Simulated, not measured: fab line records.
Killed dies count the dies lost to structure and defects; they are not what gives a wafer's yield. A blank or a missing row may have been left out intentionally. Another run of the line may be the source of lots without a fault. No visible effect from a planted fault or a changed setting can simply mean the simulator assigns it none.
Struck lot and sound lot, side by side / flow nand harc / 13 out of 1302 route steps
Sound: wafers L916.1, L916.2, L916.3. Struck: wafers L923.1, L923.3, L923.6. At the end, the cause is stated.
Each step with rows lists, per side, the tool, then ch with its chambers, then its first start. Under that, the readings that differ: sound wafers / struck wafers / difference of the means / sigmas: that difference in standard deviations of wafers without a fault.
alike: a reading whose means differ by less than 2 such deviations, as well as words and numbers matching on both sides. not compared: withheld readings; readings where some wafer has no value; bounds like >300 that might hide an equal value; numbers whose values overlap and for which the record gives no deviation.
Wherever a step has rows on one side only, a row that says differs or no value, or a row with sigmas, the two part there. Numbers that have no deviation but don't overlap get no sigmas and don't part them. Lack of a reading on every wafer of one side parts them only where that side has two or more wafers.

NHARC_P_START_INSPECT_01:
  sound: defect inspect-02 at day 4 18:02; struck: defect inspect-01 at day 7 16:02
  alike: raw defect count
then, 10 steps without rows for these wafers: NHARC_P_ZERO_WELL_PRECLEAN_00 (cleans in SPM, time 600 s); NHARC_P_ZERO_WELL_SRD_01; NHARC_P_ZERO_WELL_PECVD_02 (deposits SiO2, target thk 10 nm); NHARC_P_ZERO_WELL_DEHYDRATE_03 (time 120 s); NHARC_P_ZERO_WELL_HMDS_04 (time 30 s); NHARC_P_ZERO_WELL_COAT_64 (time 65 s); NHARC_P_ZERO_WELL_COAT_05 (resist thk 600 nm); NHARC_P_ZERO_WELL_SOFTBAKE_06 (time 70 s); NHARC_P_ZERO_WELL_EBR_07; NHARC_P_ZERO_WELL_EXPOSE_08 (exposes mask P ZERO, target cd 500 nm).
NHARC_P_ZERO_WELL_PEB_09: peb time 80 s.
  sound on litho track-05 ch 0, day 4 19:10; struck on litho track-05, day 7 17:10
  no value came back on the struck wafers for chill plate temp C (C), exhaust pa (Pa); on the sound wafers chill plate temp C (C) reads 22.95 23.03 22.94
then, 1 step without rows for these wafers: NHARC_P_ZERO_WELL_DEVELOP_10 (time 50 s).

WHERE THEY PART
At NHARC_P_ZERO_WELL_PEB_09 and nowhere else, as far as this record goes.

WHY: what had been put in by the simulator
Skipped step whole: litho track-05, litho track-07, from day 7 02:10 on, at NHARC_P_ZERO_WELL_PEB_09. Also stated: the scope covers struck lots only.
